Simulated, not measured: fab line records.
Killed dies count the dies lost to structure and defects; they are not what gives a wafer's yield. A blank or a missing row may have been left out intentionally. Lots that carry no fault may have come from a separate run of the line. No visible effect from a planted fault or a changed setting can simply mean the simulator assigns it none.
Struck lot and sound lot, side by side    flow n5-finfet    39 steps out of a route of 1938
Sound: wafers L619.3, L619.4, L619.5. The struck wafers were L612.2, L612.5. The cause is named last.
Per side, at each step with rows, come the tool, then ch with its chambers, and then its first start. Under that, the readings that differ: sound wafers    struck wafers    difference of the means    sigmas: that difference in standard deviations of wafers without a fault.
alike: a reading whose means differ by less than 2 such deviations, as well as words and numbers matching on both sides. not compared: withheld readings; readings where some wafer has no value; bounds like >300 that might hide an equal value; numbers whose values overlap and for which the record gives no deviation.
The two part at a step that has a row with sigmas, a row that says differs or no value, or rows on one side only. Non-overlapping numbers with no deviation appear without sigmas and do not part them. Lack of a reading on every wafer of one side parts them only where that side has two or more wafers.

first, 10 steps without rows for these wafers: N5_FIN_CUT_STRIP_22 (strips in N2/H2); N5_FIN_CUT_PRECLEAN_36 (cleans in O3/DIW, time 60 s); N5_FIN_CUT_SRD_32 (time 30 s); N5_FIN_CUT_UV_OZONE_34 (time 120 s); N5_STI_FIN_REVEAL_ALD_00 (deposits SiO2, target thk 1 nm, pulse time 1 s); N5_STI_FIN_REVEAL_ALD_14 (deposits Si3N4, target thk 3 nm); N5_STI_FIN_REVEAL_FCVD_FILL_01 (material SiO2 flowable, target thk 312 nm, time 512.2 s); N5_STI_FIN_REVEAL_DENSIFY_02 (time 1800 s); N5_STI_FIN_REVEAL_CMP_04 (polishes, stops on Si3N4, t overpolish 4 s, target thk 131.83 nm); N5_STI_FIN_REVEAL_DENSIFY_30.
N5_STI_FIN_REVEAL_ETCHBACK_08: etches SiO2 in C4F6/O2, target depth 30.5 nm, time 10.167 s.
  sound on rie-diel-03 ch 1,2,3, day 8 01:32; struck on rie-diel-05 ch 1,3, day 6 04:19
  alike: drypump-motor-current-A, oes-product-au, rf-vpp-V, showerhead-plenum-p-Torr, throttle-valve-pct
  not compared: rf-hours-counter-h
then, 16 steps without rows for these wafers: N5_STI_FIN_REVEAL_STRIP_24 (strips in N2/H2, time 90 s); N5_STI_FIN_REVEAL_PRECLEAN_25 (cleans in SPM, time 90 s); N5_STI_FIN_REVEAL_PRECLEAN_26 (cleans in SC1, time 45 s); N5_STI_FIN_REVEAL_PRECLEAN_29 (cleans in DHF, time 30 s); N5_STI_FIN_REVEAL_SRD_12 (time 30 s); N5_STI_FIN_REVEAL_RECESS_09 (chemistry HF/NH3, target SiO2, afs cycles 11, target depth 42.5 nm, sublimation time 60 s); N5_STI_FIN_REVEAL_STRIP_16 (strips SiNx in H3PO4, target depth 23.8 nm); N5_STI_FIN_REVEAL_PRECLEAN_17 (cleans in NF3:NH3, afs cycles 1, time 20 s, sublimation time 60 s); N5_STI_FIN_REVEAL_ETCH_34 (etches Si in H2, material Si, target depth 0.97 nm); N5_STI_FIN_REVEAL_OXIDATION_31 (chemistry O2 PLASMA REMOTE, time 20 s); N5_STI_FIN_REVEAL_PRECLEAN_32 (cleans in NF3:NH3, afs cycles 1, time 20 s, sublimation time 60 s); N5_STI_FIN_REVEAL_STRIP_35 (strips Si3N4 in H3PO4, target depth 4 nm, time 39 s); N5_STI_FIN_REVEAL_SRD_21 (time 30 s); N5_STI_FIN_REVEAL_OXIDATION_33 (chemistry O2 PLASMA REMOTE, time 20 s); N5_STI_FIN_REVEAL_CLEAN_19 (cleans in O3/DIW, time 120 s); N5_STI_FIN_REVEAL_SRD_23 (time 30 s).
N5_STI_FIN_REVEAL_FIN_H_MEAS_10:
  struck on ocd-01, day 6 07:16; sound on ocd-01, day 8 04:50
reading               sound           struck     difference  sigmas
trench-depth-nm (nm)  51.1 52.2 53.6  44.0 45.4  -7.6        -8
then, 9 steps without rows for these wafers: N5_STI_FIN_REVEAL_PRECLEAN_18 (cleans in SC2, time 45 s); N5_STI_FIN_REVEAL_SRD_28 (time 30 s); N5_DUMMY_GATE_PRECLEAN_00 (cleans in O3/DIW, time 60 s); N5_DUMMY_GATE_SRD_01 (time 30 s); N5_DUMMY_GATE_ALD_02 (deposits SiO2, target thk 2 nm, pulse time 1 s); N5_DUMMY_GATE_CVD_03 (deposits a-Si from SiH4, target thk 150 nm, time 8042 s); N5_DUMMY_GATE_PRECLEAN_46 (cleans in DIW, time 89.5 s); N5_DUMMY_GATE_SRD_47 (dry time 32 s); N5_DUMMY_GATE_CMP_04 (polishes a-Si).
-- the record jumps here: 6 days lie between the struck wafers' starts before and after (it left off in module DUMMY_GATE and takes up again in module BEOL_M4, whose first step shown is number 1111 of the route) --
N5_BEOL_M4_RC_MEAS_101:
  sound on prober-02 ch 0, day 14 23:16; struck on prober-02 ch 0, day 12 18:54
reading             sound              struck         difference  sigmas
DIBL_N (mV/V)       35.2 37.7 38.3     83.5 87.4      +48.4       +25
DIBL_P (mV/V)       35.4 38.9 38.9     59.9 50.4      +17.4       +8
IOFF_N (nA/um)      0.131 0.171 0.191  10.580 15.163  +12.707     +99 or more
IOFF_N_85C (nA/um)  2.6 3.2 3.6        105.9 143.6    +121.6      +99 or more
IOFF_N_LIN (nA/um)  0.061 0.079 0.086  0.226 0.289    +0.182      +17
IOFF_P (nA/um)      0.19 0.24 0.24     4.97 1.75      +3.14       +90
IOFF_P_85C (nA/um)  3.4 4.1 4.1        50.9 21.3      +32.2       +63
IOFF_P_LIN (nA/um)  0.095 0.113 0.113  0.249 0.180    +0.107      +8
ION_N (uA/um)       658 683 697        596 614        -74         -5
ION_P (uA/um)       457 468 476        404 408        -61         -6
REXT_P (ohm.um)     99.7 98.7 100.1    111.6 111.8    +12.2       +6
SS_N (mV/dec)       71.8 71.9 72.5     133.1 135.4    +62.2       +94
SS_P (mV/dec)       72.9 73.7 74.6     110.2 91.2     +27.0       +39
  alike: REXT_N, VT_N, VT_P
-- here the record skips 4 days between the struck wafers' starts before and after, leaving off in module BEOL_M4 and picking up in module PASSIVATION (first step shown: number 1936 of the route) --
N5_PASSIVATION_PROBE_49:
  struck on prober-02, day 17 01:11; sound on prober-01, day 19 19:02
reading                 sound           struck       difference  sigmas
sort_bin_4_leakage (%)  0 0 0           92.12 90.51  +91.31      +99 or more
sort-n-pass             1069 1067 1070  0 0          -1069       -67
sort-yield-pct (%)      90.6 90.4 90.7  0 0          -91         -70
  alike: defect-limited-yield, killed_at_M0_to_M3, killed_at_M4_up, killed-at-contacts, killed-at-front-end, killed-at-other, killed-dies, killed-open, killed-short, sort_bin_5_function, sort_bin_6_memory

WHERE THEY PART
Earliest at N5_STI_FIN_REVEAL_FIN_H_MEAS_10; latest, in this record, at N5_PASSIVATION_PROBE_49.

WHY: what had been put in by the simulator
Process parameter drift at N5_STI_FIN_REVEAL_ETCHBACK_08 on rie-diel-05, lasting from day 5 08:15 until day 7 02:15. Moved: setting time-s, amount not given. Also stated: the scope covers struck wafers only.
